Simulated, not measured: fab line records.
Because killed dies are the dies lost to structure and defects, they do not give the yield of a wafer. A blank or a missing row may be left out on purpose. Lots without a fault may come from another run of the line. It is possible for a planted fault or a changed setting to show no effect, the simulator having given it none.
Chamber matching :: flow n5_finfet :: 4 sister chambers for N5_BEOL_M3_STRIP_36 on rie_diel-06
The step strips in N2/H2. 14 wafers are shown with their chamber, then 7 later ones without.

== WAFERS, EACH WITH ITS CHAMBER ==
wafer: L078.1
chamber: 0
showerhead_plenum_p_Torr (Torr): 2.63
drypump_motor_current_A (A): 5.89
throttle_valve_pct (%): 23.9

wafer: L078.2
chamber: 2
showerhead_plenum_p_Torr (Torr): 2.46
drypump_motor_current_A (A): 6.00
throttle_valve_pct (%): 24.2

wafer: L078.3
chamber: 1
showerhead_plenum_p_Torr (Torr): 2.42
drypump_motor_current_A (A): 6.30
throttle_valve_pct (%): 23.4

wafer: L078.4
chamber: 3
showerhead_plenum_p_Torr (Torr): 2.69
drypump_motor_current_A (A): 5.42
throttle_valve_pct (%): 23.5

wafer: L078.5
chamber: 0
showerhead_plenum_p_Torr (Torr): 2.63
drypump_motor_current_A (A): 5.92
throttle_valve_pct (%): 23.9

wafer: L078.6
chamber: 1
showerhead_plenum_p_Torr (Torr): 2.42
drypump_motor_current_A (A): 6.26
throttle_valve_pct (%): 23.5

wafer: L076.1
chamber: 0
showerhead_plenum_p_Torr (Torr): 2.63
drypump_motor_current_A (A): 5.91
throttle_valve_pct (%): 23.9

wafer: L076.5
chamber: 1
showerhead_plenum_p_Torr (Torr): 2.42
drypump_motor_current_A (A): 6.25
throttle_valve_pct (%): 23.5

wafer: L076.6
chamber: 0
showerhead_plenum_p_Torr (Torr): 2.63
drypump_motor_current_A (A): 5.95
throttle_valve_pct (%): 23.9

wafer: L083.1
chamber: 1
showerhead_plenum_p_Torr (Torr): 2.42
drypump_motor_current_A (A): 6.28
throttle_valve_pct (%): 23.4

wafer: L083.2
chamber: 3
showerhead_plenum_p_Torr (Torr): 2.69
drypump_motor_current_A (A): 5.40
throttle_valve_pct (%): 23.6

wafer: L083.5
chamber: 0
showerhead_plenum_p_Torr (Torr): 2.63
drypump_motor_current_A (A): 5.91
throttle_valve_pct (%): 23.9

wafer: L094.1
chamber: 3
showerhead_plenum_p_Torr (Torr): 2.68
drypump_motor_current_A (A): 5.45
throttle_valve_pct (%): 23.6

wafer: L094.2
chamber: 1
showerhead_plenum_p_Torr (Torr): 2.41
drypump_motor_current_A (A): 6.25
throttle_valve_pct (%): 23.5

SIGNATURES, as means of the wafers listed above
reading: showerhead_plenum_p_Torr
chamber 0: 2.6300
chamber 1: 2.4180
chamber 2: 2.4600
chamber 3: 2.6867
scatter within a chamber: 0.00383

reading: drypump_motor_current_A
chamber 0: 5.9160
chamber 1: 6.2680
chamber 2: 6.0000
chamber 3: 5.4233
scatter within a chamber: 0.0225

reading: throttle_valve_pct
chamber 0: 23.900
chamber 1: 23.460
chamber 2: 24.200
chamber 3: 23.567
scatter within a chamber: 0.0432
Rule: for each reading, subtract the chamber's mean from the wafer's reading, divide by that reading's scatter and square the result; add these up over the readings and take the root, which gives the wafer's distance from the chamber. If the next closest chamber is less than 2 further off than the closest, the wafer can't be placed; otherwise it belongs to the closest. The scatter: take each reading less its chamber's mean, square it, sum over the shown wafers, divide by the number of wafers less the number of chambers, and take the root.

== WAFERS WITH NO CHAMBER GIVEN ==
wafer: L094.3
showerhead_plenum_p_Torr (Torr): 2.62
drypump_motor_current_A (A): 5.88
throttle_valve_pct (%): 23.9

wafer: L094.4
showerhead_plenum_p_Torr (Torr): 2.46
drypump_motor_current_A (A): 6.02
throttle_valve_pct (%): 24.3

wafer: L094.5
showerhead_plenum_p_Torr (Torr): 2.62
drypump_motor_current_A (A): 5.89
throttle_valve_pct (%): 23.9

wafer: L094.6
showerhead_plenum_p_Torr (Torr): 2.68
drypump_motor_current_A (A): 5.43
throttle_valve_pct (%): 23.6

wafer: L097.1
showerhead_plenum_p_Torr (Torr): 2.68
drypump_motor_current_A (A): 5.42
throttle_valve_pct (%): 23.6

wafer: L097.3
showerhead_plenum_p_Torr (Torr): 2.46
drypump_motor_current_A (A): 6.02
throttle_valve_pct (%): 24.3

wafer: L097.5
showerhead_plenum_p_Torr (Torr): 2.41
drypump_motor_current_A (A): 6.24
throttle_valve_pct (%): 23.5

== WHICH CHAMBER EACH ONE RAN IN ==
wafer: L094.3
from the rows above: 0
in truth: 0

wafer: L094.4
from the rows above: 2
in truth: 2

wafer: L094.5
from the rows above: 0
in truth: 0

wafer: L094.6
from the rows above: 3
in truth: 3

wafer: L097.1
from the rows above: 3
in truth: 3

wafer: L097.3
from the rows above: 2
in truth: 2

wafer: L097.5
from the rows above: 1
in truth: 1
Correctly placed: 7 of 7. Not placeable from these rows: 0. Number placed wrongly: 0.
